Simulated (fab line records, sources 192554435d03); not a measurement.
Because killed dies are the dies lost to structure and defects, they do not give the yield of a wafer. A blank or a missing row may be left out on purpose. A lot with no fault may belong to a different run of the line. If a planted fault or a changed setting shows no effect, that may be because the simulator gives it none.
Split-lot study	flow n5_finfet	21 wafers read across 7 lots, on a route 1938 steps long

== THE SPLIT ITSELF ==
At N5_BEOL_M8_COAT_05 (resist thk 90 nm), the setting spin_rpm was moved away from the recipe's 1500 rpm on 7 of the 21 wafers read, by -6.1% to +6.7%. The other wafers ran this setting at the recipe's value.

The reading comes from the split's own step.

== THE READING ==
CAR-ArF_of_BEOL_M8_COAT_05.thk_nm (the simulator's own value, which no gauge read), in nm, at N5_BEOL_M8_COAT_05 (resist thk 90 nm). The file gives no usual value for it. The 14 wafers here that ran the recipe average 90.3 nm, standard deviation 0.23 nm.

wafer	tool, chamber at the split	spin_rpm as run, rpm	against the recipe	CAR-ArF_of_BEOL_M8_COAT_05.thk_nm, nm	against lot-mates on the recipe
L074.4	litho_track-04, 0	1426	-4.9%	92.6	+2.2
L074.6	litho_track-04, 0	1426	-4.9%	92.6	+2.2
L074.5	litho_track-04, 0	1500	recipe	90.4	-
L080.1	litho_track-02, 0	1601	+6.7%	87.2	no lot-mate on the recipe
L080.3	litho_track-02, 0	1601	+6.7%	87.2	no lot-mate on the recipe
L080.4	litho_track-02, 0	1601	+6.7%	87.2	no lot-mate on the recipe
L082.1	litho_track-02, 0	1500	recipe	90.6	-
L082.4	litho_track-02, 0	1500	recipe	90.6	-
L082.5	litho_track-02, 0	1500	recipe	90.4	-
L088.1	litho_track-01, 0	1500	recipe	90.2	-
L088.5	litho_track-01, 0	1500	recipe	90.2	-
L088.3	litho_track-01, 0	1500	recipe	90.4	-
L090.2	litho_track-04, 0	1500	recipe	89.8	-
L090.5	litho_track-04, 0	1500	recipe	90	-
L090.6	litho_track-04, 0	1500	recipe	90.2	-
L096.2	litho_track-02, 0	1500	recipe	90.4	-
L096.5	litho_track-02, 0	1500	recipe	90	-
L096.6	litho_track-02, 0	1500	recipe	90	-
L095.2	litho_track-02, 0	1408	-6.1%	93	+2.6
L095.3	litho_track-02, 0	1408	-6.1%	93	+2.6
L095.5	litho_track-02, 0	1500	recipe	90.4	-

FIT RESULTS
A straight line over all 21 wafers: CAR-ArF_of_BEOL_M8_COAT_05.thk_nm changes by -0.456 nm for each +1% of spin_rpm; r = -0.99; the points scatter about the line by 0.2 nm.
The same after taking each lot's own level away (the mean of its wafers on the recipe; 18 wafers): -0.432 nm for each +1%; r = -0.99; scatter 0.13 nm.
According to that fit, moving spin_rpm by its largest amount changes the reading by 2.9 nm.
From 90.00 to 90.53 nm: that is the span of the lots' own levels, equal to 2.3 times the standard deviation above.
So the lot-to-lot level changes the slope little: the two slopes agree.
Check: for one of the wafers moved furthest among these (-6.1%), held out of the fit, the line's prediction against its lot-mates is +2.68 nm. It came out at +2.6 nm against them.

== ADDITIONAL SPLITS CARRIED BY THESE WAFERS ==
Note: prior to the reading, these wafers also went through further splits. Each is held against what the fit with the lots' levels taken away leaves over:
other split on the same wafers	wafers away from the commonest value	r with CAR-ArF_of_BEOL_M8_COAT_05.thk_nm (lot level and that fit taken away)
N5_MOL_CONTACT_COAG_COAT_02 spin_rpm	10	-0.06
N5_MOL_CONTACT_COAG_ETCH_105 bias_w	9	+0.28
N5_BEOL_M0_ETCH_128 source_w	5	+0.03
N5_BEOL_M3_ILD_DEP_00 time_s	6	-0.04
N5_BEOL_M3_TRENCH_ETCH_37 bias_w	7	-0.16
N5_BEOL_M3_ETCH_41 target_depth_a	12	+0.04
N5_BEOL_M4_DESCUM_33 time_s	12	+0.23
N5_BEOL_M5_TRENCH_ETCH_37 source_w	6	-0.19
N5_BEOL_M7_ETCH_61 source_w	6	+0.26
N5_BEOL_M7_COAT_71 spin_rpm	6	-0.24

== FILE'S OWN FIT ==
CAR-ArF_of_BEOL_M8_COAT_05.thk_nm changes by -0.433 nm for each +1% of spin_rpm, r = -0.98.
